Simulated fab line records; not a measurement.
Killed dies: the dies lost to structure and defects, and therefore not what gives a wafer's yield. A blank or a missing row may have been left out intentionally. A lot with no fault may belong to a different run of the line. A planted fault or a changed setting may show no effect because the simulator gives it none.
Matching of chambers    flow nand harc    4 sister chambers for NHARC_A_STAIRCASE_ETCH_444 on rie diel-12
The step etches the open film in C4F8/O2, target depth 20400 nm, time 6800 s. 8 wafers are shown with their chamber, then 9 later ones without.

== WAFERS WITH THEIR CHAMBER ==
wafer   chamber  rf vpp V (V)  oes product au (a.u.)
L082.5  0        806           0.913
L083.6  0        808           0.933
L085.1  1        806           0.920
L085.2  3        816           0.905
L085.4  2        809           0.929
L088.3  3        815           0.911
L088.5  2        809           0.932
L088.6  1        809           0.922

== WAFERS WITH NO CHAMBER GIVEN ==
wafer   rf vpp V (V)  oes product au (a.u.)
L090.1  814           0.910
L090.2  810           0.927
L090.5  807           0.925
L092.1  815           0.914
L092.2  808           0.922
L092.3  805           0.919
L096.2  807           0.932
L096.4  810           0.928
L096.6  814           0.927

== WHICH CHAMBER EACH ONE RAN IN ==
wafer   from the rows above           in truth
L090.1  3                             3
L090.2  can't be placed: 2 or 1 or 0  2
L090.5  can't be placed: 0 or 1 or 2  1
L092.1  3                             3
L092.2  can't be placed: 1 or 0 or 2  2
L092.3  can't be placed: 0 or 1 or 2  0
L096.2  can't be placed: 0 or 1 or 2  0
L096.4  can't be placed: 2 or 1 or 0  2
L096.6  can't be placed: 3 or 2       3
2 of 9 placed correctly. From these rows, 7 cannot be placed; in 7 the true chamber is one of the candidates. 0 placed wrongly.
How it was worked out, from the rows above alone: a wafer's distance from a chamber is the root of the sum, over the readings, of the square of ((its reading less the chamber's mean) divided by the reading's scatter). If the next closest chamber is less than 2 further off than the closest, the wafer can't be placed; otherwise it belongs to the closest. A chamber's mean is the mean of its shown wafers. The scatter: take each reading less its chamber's mean, square it, sum over the shown wafers, divide by the number of wafers less the number of chambers, and take the root.
